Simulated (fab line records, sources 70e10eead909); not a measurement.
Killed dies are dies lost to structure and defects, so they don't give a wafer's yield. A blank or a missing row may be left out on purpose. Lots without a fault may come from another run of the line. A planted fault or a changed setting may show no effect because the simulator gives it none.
fab line records | flow nand_harc
record lots=6 wafers=16 last_day=34
route steps=1302 shown A_CHANNEL_HOLE_D1@462 END@1302
lots that met no fault: from a run of the same line without faults
start_h: hours from the record's first day to the start of the lot's first wafer shown | wait_h: hours since the lot's step before | " the same as in the row above | L1.1+2: a row that stands for several wafers | - no value, or no start given | * or withheld: withheld | < > ~ a bound
route shown NAME@n: a module of which the file shows steps, and the number in the route of the first | usual: mean/standard deviation of fault-free wafers | same: alike in all rows | chamber/n: place in a boat | sites: the reading at each site | _std_site: their standard deviation | _edge_site: outer sites' mean less inner sites' | radius_mm: how far each site lies from the wafer's centre | mask NAME#n: copy n | behind: the tool/chamber that last shaped the wafer | hold: why the lot was held/for how many hours/how that ended | device: the transistor (n, p or np) that didn't switch | end of line: the same wafers' tests at the end of the route | a step without rows: its recipe alone | killed: dies lost to structure and defects at the first sort, not the wafer's yield | map: a wafer's dies, x killed, . not, _ none there
set.NAME: the setting as run; set.NAME@STEP: as run at that earlier step | model.NAME: the simulator's own value behind a step, which no gauge read
lots at some steps of the route; a table a step, a row a wafer
services: from which hour (start_h, from the record's first day; less than 0 if before it) a tool's chamber was out of use, for how many hours, and why
## steps
# step NHARC_A_CHANNEL_HOLE_D1_CD_MEAS_10
# recipe target_cd_nm=100 landing_energy_ev=500
# usual cd_nm=99.9/0.56
# same landing_energy_ev=500
# columns lot.wafer tool chamber start_h wait_h cd_nm
L901.1 cd_sem-01 0 177.31 - 100.1
L901.3 " 0 " " 99.6
L901.6 " 0 " " 99.5
L903.3 cd_sem-02 0 203.30 - 99.9
L903.5 " 0 " " 99.9
L903.6 " 0 " " 99.5
L912.4 cd_sem-03 0 287.56 - 100.0
L912.5 " 0 " " 100.5
L914.1 cd_sem-02 0 302.44 - 100.0
L914.4 " 0 " " 100.7
L922.3 cd_sem-01 0 388.99 - 100.8
L922.4 " 0 " " 100.4
L922.6 " 0 " " 100.3
L924.1 cd_sem-02 0 416.89 - 100.7
L924.3 " 0 " " 100.0
L924.4 " 0 " " 100.0
# step NHARC_A_CHANNEL_HOLE_D1_OVL_MEAS_11
# usual overlay_x_nm=0.3/0.65 overlay_y_nm=-0.1/0.76
# columns lot.wafer tool chamber start_h wait_h overlay_x_nm overlay_y_nm
L901.1 overlay-01 - 177.41 - -0.1 -0.7
L901.3 " - " " 0.7 -1.3
L901.6 " - " " 0.0 -1.1
L903.3 overlay-02 - 203.38 - 0.7 0.4
L903.5 " - " " 0.7 0.1
L903.6 " - " " 1.0 -0.4
L912.4 overlay-01 - 287.64 - 1.4 -0.3
L912.5 " - " " 1.1 0.0
L914.1 overlay-01 - 302.53 - 0.2 -0.4
L914.4 " - " " 0.0 -0.9
L922.3 overlay-02 - 389.07 - 0.6 0.3
L922.4 " - " " 0.8 -0.1
L922.6 " - " " 1.0 -0.2
L924.1 overlay-02 - 416.98 - -0.6 0.6
L924.3 " - " " -0.8 0.3
L924.4 " - " " -0.4 0.1
# step NHARC_A_CHANNEL_HOLE_D1_INSPECT_12
# usual raw_defect_count=5.1/2.9
# columns lot.wafer tool chamber start_h wait_h raw_defect_count
L901.1 defect_inspect-02 - 177.45 0.0 4
L901.3 " - " " 9
L901.6 " - " " 8
L903.3 defect_inspect-02 - 203.42 0.0 11
L903.5 " - " " 14
L903.6 " - " " 2
L912.4 defect_inspect-01 - 287.68 0.0 2
L912.5 " - " " 9
L914.1 defect_inspect-02 - 302.57 0.0 7
L914.4 " - " " 5
L922.3 defect_inspect-02 - 389.11 0.0 5
L922.4 " - " " 1
L922.6 " - " " 3
L924.1 defect_inspect-02 - 417.02 0.0 5
L924.3 " - " " 1
L924.4 " - " " 4
# step NHARC_A_CHANNEL_HOLE_D1_DESCUM_15
# recipe time_s=3 o2_flow_sccm=200 ar_flow_sccm=0 bias_power_w=0 chemistry=O2
# usual chamber_pressure_mTorr=60.00/0.053 drypump_motor_current_A=5.8/0.48 oes_product_au=0.998/0.0085 rf_vpp_V=57.8/0.84 showerhead_plenum_p_Torr=1.91/0.092 throttle_valve_pct=11.311/0.0094
# columns lot.wafer tool chamber start_h wait_h chamber_pressure_mTorr drypump_motor_current_A oes_product_au rf_hours_counter_h rf_vpp_V showerhead_plenum_p_Torr throttle_valve_pct
L901.3 rie_diel-13 2 177.51 0.1 60.05 5.6 0.990 0 57.6 2.00 11.316
L901.1 " 3 " " 60.01 6.4 0.999 0 58.2 1.80 11.306
L901.6 " 2 " " 60.02 5.6 0.992 - 58.7 2.00 11.314
L903.3 rie_diel-04 3 203.49 0.1 59.98 5.2 0.992 5 57.5 1.82 11.323
L903.5 " 2 " " 59.97 5.3 0.989 - 58.0 1.79 11.312
L903.6 " 3 " " 59.94 5.2 0.993 - 56.3 1.82 11.319
L912.4 rie_diel-13 2 287.74 0.1 59.99 5.6 1.014 35 57.2 1.99 11.310
L912.5 " 3 " " 59.95 6.4 0.983 - 57.4 1.79 11.316
L914.1 rie_diel-13 0 302.65 0.1 60.01 6.2 1.006 37 58.5 1.92 11.311
L914.4 " 0 " " 60.06 6.2 1.008 - 57.6 1.92 11.314
L922.3 rie_diel-10 2 389.17 0.1 59.94 5.6 0.994 11 58.1 1.98 11.314
L922.4 " 3 " " 60.06 5.4 0.991 - 57.5 2.01 11.308
L922.6 " 0 " " 59.94 6.5 1.002 - 57.9 1.87 11.312
L924.1 rie_diel-13 2 417.09 0.1 59.97 5.6 1.007 18 58.5 1.97 11.304
L924.3 " 3 " " 60.02 6.4 1.017 18 57.5 1.78 11.316
L924.4 " 2 " " 60.14 5.6 0.996 - 58.7 1.97 11.318
# step NHARC_A_CHANNEL_HOLE_D1_ETCH_38
# recipe target_depth_a=390 over_etch_frac=0.3 time_s=65 ion_energy_ev=80 cf4_flow_sccm=150 ar_flow_sccm=0 rf_w=300 bias_w=100 chemistry=CF4
# step NHARC_A_CHANNEL_HOLE_D1_ETCH_39
# recipe target_depth_a=2600 over_etch_frac=0.3 time_s=325 ion_energy_ev=200 n2_flow_sccm=150 h2_flow_sccm=150 ar_flow_sccm=0 rf_w=400 bias_w=150 chemistry=N2/H2
# usual chamber_pressure_mTorr=30.001/0.028 drypump_motor_current_A=5.8/0.47 oes_product_au=0.997/0.0095 rf_vpp_V=430.4/2.9 showerhead_plenum_p_Torr=2.03/0.1 throttle_valve_pct=14.171/0.0086
# columns lot.wafer tool chamber start_h wait_h chamber_pressure_mTorr drypump_motor_current_A oes_product_au rf_hours_counter_h rf_vpp_V showerhead_plenum_p_Torr throttle_valve_pct
L901.3 rie_diel-13 1 - - 29.971 5.1 0.998 1 435.6 2.22 14.153
L901.1 " 2 " " 29.930 5.6 1.001 0 432.0 2.13 14.160
L901.6 " 3 " " 30.015 6.4 1.008 - 427.9 1.91 14.178
L903.3 rie_diel-04 0 - - 30.014 6.3 0.983 7 432.1 2.09 14.170
L903.6 " 2 " " 29.988 5.3 0.990 - 426.8 1.91 14.162
L903.5 " 3 " " 29.978 5.2 0.999 - 428.2 1.94 14.163
L912.4 rie_diel-13 1 - - 29.969 5.2 1.018 33 436.1 2.21 14.179
L912.5 " 0 " " 30.036 6.1 1.011 - 429.6 2.04 14.159
L914.1 rie_diel-13 0 - - 29.963 6.1 1.003 37 429.9 2.04 14.172
L914.4 " 0 " " 29.978 6.1 1.014 - 430.6 2.04 14.177
L922.3 rie_diel-10 2 - - 30.013 5.6 0.996 11 434.1 2.12 14.172
L922.6 " 3 " " 30.020 5.4 1.000 - 433.5 2.15 14.176
L922.4 " 0 " " 29.993 6.5 1.010 - 428.9 1.99 14.196
L924.3 rie_diel-13 0 - - 30.014 6.1 1.006 20 430.0 2.03 14.165
L924.1 " 2 " " 29.962 5.6 1.000 18 432.7 2.11 14.169
L924.4 " 0 " " 30.020 6.1 0.998 - 431.6 2.03 14.161
# step NHARC_A_CHANNEL_HOLE_D1_ETCH_34
# recipe target_depth_a=1540 time_s=77 cf4_flow_sccm=100 chf3_flow_sccm=30 ar_flow_sccm=0 rf_w=500 bias_w=200 chemistry=CF4/CHF3
# step NHARC_A_CHANNEL_HOLE_D1_ETCH_16
# recipe target_depth_a=31000 over_etch_frac=0.3 time_s=806 ion_energy_ev=150 o2_flow_sccm=400 cos_flow_sccm=20 ar_flow_sccm=0 rf_w=500 bias_w=300 chemistry=O2/COS
# step NHARC_A_CHANNEL_HOLE_D1_CD_MEAS_18
# usual cd_nm=99.3/2
# columns lot.wafer tool chamber start_h wait_h cd_nm
L901.1 cd_sem-03 - 178.62 - 99.2
L901.3 " - " " 100.0
L901.6 " - " " 99.9
L903.3 cd_sem-01 - 204.59 - 103.6
L903.5 " - " " 102.7
L903.6 " - " " 101.2
L912.4 cd_sem-03 - 288.86 - 102.6
L912.5 " - " " 102.4
L914.1 cd_sem-01 - 303.95 - 99.4
L914.4 " - " " 101.8
L922.3 cd_sem-01 - 390.49 - 97.7
L922.4 " - " " 96.4
L922.6 " - " " 97.4
L924.1 cd_sem-02 - 418.39 - 98.5
L924.3 " - " " 100.2
L924.4 " - " " 101.1
# step NHARC_A_CHANNEL_HOLE_D1_ETCH_19
# recipe bias_v=1200 source_w=2500 pressure_mtorr=15 time_s=34.5 ar_flow_sccm=375 c4f8_flow_sccm=28.8 o2_flow_sccm=96.2 temp_c=-20 target_depth_a=* chemistry=C4F8/O2/Ar
# usual chamber_pressure_mTorr=15.001/0.014 drypump_motor_current_A=5.62/0.28 he_backside_leak_sccm=6.1/0.55 showerhead_plenum_p_Torr=3.55/0.099 throttle_valve_pct=37.039/0.0098
# columns lot.wafer tool chamber start_h wait_h chamber_pressure_mTorr drypump_motor_current_A he_backside_leak_sccm rf_hours_counter_h showerhead_plenum_p_Torr throttle_valve_pct
L901.1 har_etch-02 1 178.69 0.1 15.012 5.57 5.9 290 3.52 37.038
L901.3 " 1 " " 15.007 5.57 5.8 - 3.52 37.039
L901.6 " 1 " " 15.005 5.60 5.9 - 3.52 37.042
L903.3 har_etch-02 0 204.71 0.1 15.007 6.09 5.7 - 3.60 37.034
L903.6 " 1 " " 14.995 5.58 6.2 - 3.51 37.032
L903.5 " 0 " " 14.984 6.08 5.6 - 3.60 37.041
L912.4 har_etch-02 1 290.96 2.1 14.975 5.58 6.1 - 3.49 37.035
L912.5 " 1 " " 15.011 5.58 6.5 - 3.49 37.040
L914.1 har_etch-02 1 304.02 0.1 15.002 5.58 6.3 359 3.49 37.052
L914.4 " 1 " " 15.027 5.59 6.2 - 3.49 37.039
L922.3 har_etch-02 0 394.22 3.7 15.018 6.09 5.1 - 3.99 37.036
L922.4 " 1 " " 15.019 5.59 5.1 - 3.99 37.049
L922.6 " 1 " " 14.996 5.58 5.1 - 3.99 37.026
L924.1 har_etch-01 0 420.55 2.2 15.016 5.29 7.5 233 3.51 37.038
L924.4 " 0 " " 15.014 5.30 7.5 - 3.51 37.031
L924.3 " 1 " " 15.001 5.51 6.4 - 3.47 37.049
# step NHARC_A_CHANNEL_HOLE_D1_ETCH_20
# recipe bias_v=3000 source_w=withheld pressure_mtorr=20 time_s=361.9 ar_flow_sccm=375 c4f8_flow_sccm=89.3 o2_flow_sccm=35.7 temp_c=-20 target_depth_a=16000 chemistry=C4F8/O2/Ar
# step NHARC_A_CHANNEL_HOLE_D1_ETCH_21
# recipe bias_v=3000 source_w=withheld pressure_mtorr=20 time_s=514.3 ar_flow_sccm=375 c4f8_flow_sccm=89.3 o2_flow_sccm=35.7 temp_c=-20 target_depth_a=16000 chemistry=C4F8/O2/Ar
# step NHARC_A_CHANNEL_HOLE_D1_ETCH_22
# recipe bias_v=3000 source_w=withheld pressure_mtorr=20 time_s=666.7 ar_flow_sccm=375 c4f8_flow_sccm=89.3 o2_flow_sccm=35.7 temp_c=-20 target_depth_a=16000 chemistry=C4F8/O2/Ar
# usual chamber_pressure_mTorr=20.002/0.018 drypump_motor_current_A=5.62/0.29 he_backside_leak_sccm=6.1/0.64 showerhead_plenum_p_Torr=3.51/0.095 throttle_valve_pct=32.153/0.0095
# columns lot.wafer tool chamber start_h wait_h chamber_pressure_mTorr drypump_motor_current_A he_backside_leak_sccm rf_hours_counter_h showerhead_plenum_p_Torr throttle_valve_pct
L901.1 har_etch-02 1 180.44 0.7 19.979 5.57 5.8 292 3.49 32.136
L901.3 " 1 " " 19.993 5.58 6.0 - 3.49 32.153
L901.6 " 1 " " 19.984 5.58 6.1 - 3.49 32.146
L903.3 har_etch-02 0 205.81 0.4 19.995 6.11 5.9 - 3.56 32.156
L903.6 " 1 " " 19.988 5.57 5.8 - 3.48 32.159
L903.5 " 0 " " 20.023 6.08 5.8 - 3.56 32.174
L912.4 har_etch-02 1 291.97 0.4 20.005 5.58 6.1 - 3.46 32.152
L912.5 " 1 " " 20.009 5.58 6.1 - 3.46 32.142
L914.1 har_etch-02 1 304.90 0.4 20.012 5.58 6.1 360 3.45 32.147
L914.4 " 1 " " 19.975 5.59 6.3 - 3.45 32.160
L922.3 har_etch-02 0 395.24 0.4 19.996 6.08 4.9 - 3.93 32.129
L922.4 " 1 " " 19.966 5.58 5.3 - 3.93 32.163
L922.6 " 1 " " 20.014 5.58 5.3 - 3.93 32.164
L924.1 har_etch-01 0 421.41 0.4 19.998 5.28 7.1 234 3.48 32.149
L924.4 " 0 " " 19.992 5.29 6.8 - 3.48 32.159
L924.3 " 1 " " 20.031 5.52 11.1 - 3.44 32.174
# step NHARC_A_CHANNEL_HOLE_D1_ETCH_23
# recipe bias_v=5000 source_w=withheld pressure_mtorr=20 time_s=819 ar_flow_sccm=375 c4f8_flow_sccm=89.3 o2_flow_sccm=35.7 temp_c=-20 target_depth_a=16000 chemistry=C4F8/O2/Ar
# step NHARC_A_CHANNEL_HOLE_D1_ETCH_24
# recipe bias_v=5000 source_w=withheld pressure_mtorr=20 time_s=906.2 ar_flow_sccm=375 c4f8_flow_sccm=93.8 o2_flow_sccm=31.2 temp_c=-20 target_depth_a=15000 chemistry=C4F8/O2/Ar
# step NHARC_A_CHANNEL_HOLE_D1_ETCH_25
# recipe bias_v=5000 source_w=withheld pressure_mtorr=20 time_s=1040.2 ar_flow_sccm=375 c4f8_flow_sccm=93.8 o2_flow_sccm=31.2 temp_c=-20 target_depth_a=15000 chemistry=C4F8/O2/Ar
# step NHARC_A_CHANNEL_HOLE_D1_ETCH_26
# recipe bias_v=300 source_w=2000 pressure_mtorr=30 time_s=224.1 ar_flow_sccm=375 c4f8_flow_sccm=11.4 o2_flow_sccm=113.6 temp_c=-20 target_depth_a=3000 chemistry=C4F8/O2/Ar
# step NHARC_A_CHANNEL_HOLE_D1_ETCH_33
# recipe bias_v=400 source_w=2000 pressure_mtorr=25 time_s=90 ar_flow_sccm=375 c4f8_flow_sccm=41.7 o2_flow_sccm=83.3 temp_c=-20 target_depth_a=4000 chemistry=C4F8/O2/Ar
# usual chamber_pressure_mTorr=25.002/0.022 drypump_motor_current_A=5.62/0.29 he_backside_leak_sccm=6.1/0.5 showerhead_plenum_p_Torr=3.54/0.098 throttle_valve_pct=27.620/0.0096
# columns lot.wafer tool chamber start_h wait_h chamber_pressure_mTorr drypump_motor_current_A he_backside_leak_sccm rf_hours_counter_h showerhead_plenum_p_Torr throttle_valve_pct
L901.1 har_etch-02 1 186.63 0.3 24.984 5.58 5.9 298 3.52 27.621
L901.3 " 1 " " 25.021 5.58 6.0 - 3.52 27.620
L901.6 " 1 " " 25.019 5.58 6.1 - 3.52 27.623
L903.3 har_etch-02 0 208.73 0.2 24.997 6.10 5.6 - 3.60 27.636
L903.6 " 1 " " 25.006 5.59 6.3 - 3.51 27.618
L903.5 " 0 " " 24.996 6.07 5.9 - 3.60 27.618
L912.4 har_etch-02 1 294.95 0.2 25.016 5.57 6.4 - 3.49 27.600
L912.5 " 1 " " 25.032 5.58 6.2 - 3.49 27.611
L914.1 har_etch-02 1 308.01 0.2 25.016 5.59 6.2 363 3.49 27.646
L914.4 " 1 " " 25.006 5.59 6.2 - 3.48 27.636
L922.3 har_etch-02 0 398.21 0.2 25.005 6.10 5.1 - 3.98 27.626
L922.4 " 1 " " 24.969 5.56 5.3 - 3.98 27.608
L922.6 " 1 " " 25.017 5.57 5.3 - 3.98 27.605
L924.1 har_etch-01 0 424.53 0.2 24.980 5.30 7.4 237 3.51 27.622
L924.4 " 0 " " 24.990 5.26 7.7 - 3.51 27.611
L924.3 " 1 " " 24.977 5.51 6.0 - 3.47 27.642
# step NHARC_A_CHANNEL_HOLE_D1_STRIP_41
# recipe n2_flow_sccm=150 h2_flow_sccm=150 ar_flow_sccm=0 bias_w=0 chemistry=N2/H2
# step NHARC_A_CHANNEL_HOLE_D1_STRIP_42
# recipe cf4_flow_sccm=100 chf3_flow_sccm=30 ar_flow_sccm=0 bias_w=0 chemistry=CF4/CHF3
# step NHARC_A_CHANNEL_HOLE_D1_STRIP_43
# recipe o2_flow_sccm=400 cos_flow_sccm=20 ar_flow_sccm=0 bias_w=0 chemistry=O2/COS
# step NHARC_A_CHANNEL_HOLE_D1_ETCH_44
# recipe target_depth_a=1400 overetch_a=140 time_s=77 ion_energy_ev=100 cf4_flow_sccm=80 o2_flow_sccm=20 ar_flow_sccm=0 rf_w=300 bias_w=100 chemistry=CF4/O2
# step NHARC_A_CHANNEL_HOLE_D1_STRIP_27
# recipe o2_flow_sccm=500 ar_flow_sccm=0 bias_w=0 chemistry=O2
# usual chamber_pressure_mTorr=60.00/0.053 drypump_motor_current_A=5.7/0.49 oes_product_au=0.996/0.0084 rf_vpp_V=57.9/0.74 showerhead_plenum_p_Torr=3.52/0.16 throttle_valve_pct=17.037/0.0096
# columns lot.wafer tool chamber start_h wait_h chamber_pressure_mTorr drypump_motor_current_A oes_product_au rf_hours_counter_h rf_vpp_V showerhead_plenum_p_Torr throttle_valve_pct
L901.3 rie_diel-04 0 - - 60.07 6.2 0.991 0 57.8 3.61 17.048
L901.1 " 1 " " 60.11 5.0 0.997 0 58.1 3.68 17.038
L901.6 " 1 " " 60.04 5.0 0.989 - 58.0 3.68 17.052
L903.3 rie_diel-04 2 - - 60.00 5.3 0.994 6 57.9 3.32 17.042
L903.6 " 2 " " 59.99 5.3 0.994 - 58.8 3.32 17.042
L903.5 " 3 " " 60.00 5.2 1.001 - 57.2 3.37 17.024
L912.4 rie_diel-10 3 - - 60.01 5.4 0.999 4 58.8 3.70 17.039
L912.5 " 1 " " 59.97 5.9 0.980 - 59.2 3.30 17.045
L914.4 rie_diel-10 1 - - 60.08 5.9 0.992 5 57.6 3.30 17.043
L914.1 " 2 " " 60.04 5.6 0.998 6 57.5 3.65 17.050
L922.3 rie_diel-13 0 - - 59.96 6.1 1.000 12 58.0 3.52 17.024
L922.4 " 3 " " 60.06 6.4 0.995 12 57.2 3.30 17.027
L922.6 " 1 " " 60.02 5.1 0.994 - 57.0 3.77 17.030
L924.1 rie_diel-13 0 - - 59.91 6.1 1.002 23 57.2 3.51 17.028
L924.3 " 2 " " 59.98 5.6 0.993 21 57.6 3.63 17.020
L924.4 " 2 " " 60.04 5.6 0.993 - 57.7 3.63 17.042
# step NHARC_A_CHANNEL_HOLE_D1_PRECLEAN_28
# recipe time_s=* temp_c=50 bath_age_min=0 chemistry=SC1
# step NHARC_A_CHANNEL_HOLE_D1_SRD_29
# step NHARC_A_CHANNEL_HOLE_D1_CD_MEAS_30
# usual cd_nm=90.0/1.3
# columns lot.wafer tool chamber start_h wait_h cd_nm
L901.1 cd_sem-03 - 188.35 - 91.5
L901.3 " - " " 87.9
L901.6 " - " " 88.6
L903.3 cd_sem-03 - 210.19 - 90.1
L903.5 " - " " 91.0
L903.6 " - " " 91.3
L912.4 cd_sem-03 - 296.44 - 90.9
L912.5 " - " " 93.0
L914.1 cd_sem-02 - 309.55 - 92.2
L914.4 " - " " 90.5
L922.3 cd_sem-03 - 399.82 - 89.1
L922.4 " - " " 90.5
L922.6 " - " " 90.0
L924.1 cd_sem-02 - 426.38 - 91.5
L924.3 " - " " 88.0
L924.4 " - " " 91.3
# step NHARC_A_CHANNEL_HOLE_D1_XSEM_31
# recipe landing_energy_ev=35000
# usual bot_cd_nm=74.5/1.4 bow_nm=8.61/0.24 tilt_deg=0.08/0.047
# same landing_energy_ev=35000
# columns lot.wafer tool chamber start_h wait_h bot_cd_nm bow_nm tilt_deg
L901.1 xsem-02 0 188.44 0.1 76.9 8.83 0.10
L901.3 " 0 " " 73.3 8.88 0.10
L901.6 " 0 " " 74.1 8.82 0.10
L903.3 xsem-01 0 210.27 0.1 74.4 8.75 0.14
L903.5 " 0 " " 75.6 8.78 0.14
L903.6 " 0 " " 76.1 8.81 0.14
L912.4 xsem-02 0 296.53 0.1 75.4 8.81 0.11
L912.5 " 0 " " 77.1 8.82 0.11
L912.4 xsem-02 0 - - 75.2 - 0.16
L912.5 " 0 " " 76.9 - 0.17
L914.1 xsem-02 0 309.66 0.1 75.7 8.34 0.01
L914.4 " 0 " " 74.1 8.30 0.01
L914.1 xsem-02 0 - - 77.7 - 0.06
L914.4 " 0 " " 76.0 - 0.06
L922.3 xsem-02 0 399.92 0.1 73.1 8.33 -0.02
L922.4 " 0 " " 74.5 8.33 -0.02
L922.6 " 0 " " 73.9 8.30 -0.02
L924.1 xsem-01 0 426.47 0.1 78.6 8.64 0.01
L924.3 " 0 " " 74.2 8.63 0.01
L924.4 " 0 " " 77.4 8.61 0.01
# step NHARC_A_CHANNEL_HOLE_D1_INSPECT_40
# usual raw_defect_count=80/26
# columns lot.wafer tool chamber start_h wait_h raw_defect_count
L901.1 defect_inspect-02 - 188.54 - 113
L901.3 " - " " 87
L901.6 " - " " 85
L903.3 defect_inspect-01 - 210.37 - 103
L903.5 " - " " 102
L903.6 " - " " 79
L912.4 defect_inspect-01 - 299.20 - 77
L912.5 " - " " 112
L914.1 defect_inspect-01 - 311.98 - 91
L914.4 " - " " 107
L922.3 defect_inspect-02 - 400.01 - 60
L922.4 " - " " 35
L922.6 " - " " 30
L924.1 defect_inspect-02 - 426.57 - 56
L924.3 " - " " 55
L924.4 " - " " 48
# step NHARC_END_SORT_01
# recipe temp_c=25
# usual killed_at_array=52/17 killed_at_other=0.9/1.2 killed_at_periphery=3.9/2.7 killed_dies=57/16 killed_open=3.3/1.9 killed_short=2.5/1.5
# same gross_dies=677
# columns lot.wafer tool chamber start_h wait_h killed_at_array killed_at_other killed_at_periphery killed_dies killed_open killed_short
L903.3 prober-02 0 594.58 3.1 60 0 1 61 3 3
L903.5 prober-02 0 596.18 3.7 67 2 0 69 2 3
L903.6 prober-02 0 596.98 4.0 71 0 2 73 2 2
L912.4 prober-01 0 672.13 3.4 54 0 1 55 5 5
L914.1 prober-01 0 685.09 2.5 58 1 3 62 4 3
L914.4 prober-01 0 687.53 3.4 65 2 6 73 2 0
# killed by level:class
L903.3 A_CHANNEL_HOLE_D1:chamber_film_flake=28 A_CHANNEL_HOLE_D2:chamber_film_flake=16 A_CONTACT:chamber_film_flake=3 A_ZERO_WELL:chamber_film_flake=2 A_CHANNEL_HOLE_D1:geometric_particle:short=1 A_DECK1_JOINT:geometric_particle:open=1 A_ONON_D2:geometric_particle:open=1 A_CHANNEL_FILL_D2:geometric_particle:open=1
L903.5 A_CHANNEL_HOLE_D2:chamber_film_flake=30 A_CHANNEL_HOLE_D1:chamber_film_flake=25 A_WL_FILL:chamber_film_flake=3 A_ZERO_WELL:chamber_film_flake=2 A_CHANNEL_HOLE_D1:geometric_particle:open=1 A_CHANNEL_HOLE_D1:geometric_particle:short=1 A_CHANNEL_FILL_D2:geometric_particle:short=1 A_SGD_CUT:geometric_particle:short=1
L903.6 A_CHANNEL_HOLE_D2:chamber_film_flake=35 A_CHANNEL_HOLE_D1:chamber_film_flake=26 A_CHANNEL_FILL_D1:geometric_particle:open=2 P_GATE:chamber_film_flake=2 A_WL_FILL:chamber_film_flake=2 A_CHANNEL_HOLE_D2:geometric_particle:short=1 A_WL_FILL:geometric_particle:short=1 A_STAIRCASE:chamber_film_flake=1
L912.4 A_CHANNEL_HOLE_D1:chamber_film_flake=28 A_CHANNEL_HOLE_D2:chamber_film_flake=5 A_ONON_D2:geometric_particle:open=3 A_M1:chamber_film_flake=3 A_CHANNEL_FILL_D2:geometric_particle:open=2 A_CHANNEL_FILL_D2:geometric_particle:short=2 A_WL_FILL:geometric_particle:short=2 A_STAIRCASE:chamber_film_flake=2
L914.1 A_CHANNEL_HOLE_D1:chamber_film_flake=30 A_CHANNEL_HOLE_D2:chamber_film_flake=16 A_SLIT:chamber_film_flake=2 A_CONTACT:chamber_film_flake=2 P_GATE:geometric_particle:open=1 P_M0:geometric_particle:open=1 A_ONON_D1:geometric_particle:open=1 A_DECK1_JOINT:geometric_particle:short=1
L914.4 A_CHANNEL_HOLE_D1:chamber_film_flake=32 A_CHANNEL_HOLE_D2:chamber_film_flake=18 A_SLIT:chamber_film_flake=8 A_CONTACT:chamber_film_flake=3 P_STI:chamber_film_flake=2 P_M1:chamber_film_flake=2 THIN_TSV:chamber_film_flake=2 A_M0:geometric_particle:open=1
## services
# columns tool chamber start_h hours kind
rie_diel-13 - 166.90 9.0 pm
rie_diel-04 1 167.24 5.7 repair
rie_diel-10 - 171.78 0.4 repair
har_etch-02 0 173.26 - consumable_replace:focus_ring
har_etch-02 0 173.26 17.0 scheduled_down
har_etch-02 0 173.26 17.0 vent_cycle
rie_diel-04 - 177.96 9.0 pm
rie_diel-13 1 205.60 3.9 repair
rie_diel-04 - 235.67 0.9 repair
rie_diel-10 - 242.65 9.0 pm
rie_diel-04 1 270.51 8.7 repair
rie_diel-13 1 302.14 3.9 repair
rie_diel-10 2 323.97 10.4 repair
rie_diel-13 - 343.90 9.0 pm
rie_diel-04 1 349.22 6.3 repair
rie_diel-04 - 354.97 9.0 pm
rie_diel-13 - 355.01 1.5 repair
rie_diel-04 - 369.12 1.9 repair
xsem-01 - 374.00 14.0 pm
har_etch-02 - 377.19 17.0 pm
rie_diel-10 1 380.48 15.8 repair
rie_diel-10 1 401.79 3.6 repair
rie_diel-13 1 414.03 36.9 repair
rie_diel-10 - 419.66 9.0 pm
## key
first_sign step=NHARC_A_CHANNEL_HOLE_D1_XSEM_31 reading=visit direction=added
effect none on later readings
met_at NHARC_A_CHANNEL_HOLE_D1_ETCH_22
struck_wafers L912.4,L912.5,L914.1,L914.4
tester_left_out L912,L914
onset_between 205.81 291.97
also_fits NHARC_A_CHANNEL_HOLE_D1_STRIP_27:rie_diel-10
fault kind=process_parameter_drift tool=har_etch-02 chamber=1 onset_h=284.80 steps=NHARC_A_CHANNEL_HOLE_D1_ETCH_22 channel=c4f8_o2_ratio offset=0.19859 shape=step end_h=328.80 acts_in=these_recipes_only stated=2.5
# tester_left_out: of these lots the tester's yield and bins aren't shown, on N5 and GAA mostly nor the transistor test; their killed dies are dies lost to structure and defects alone, not to doping, threshold or leakage, so they don't give the yield
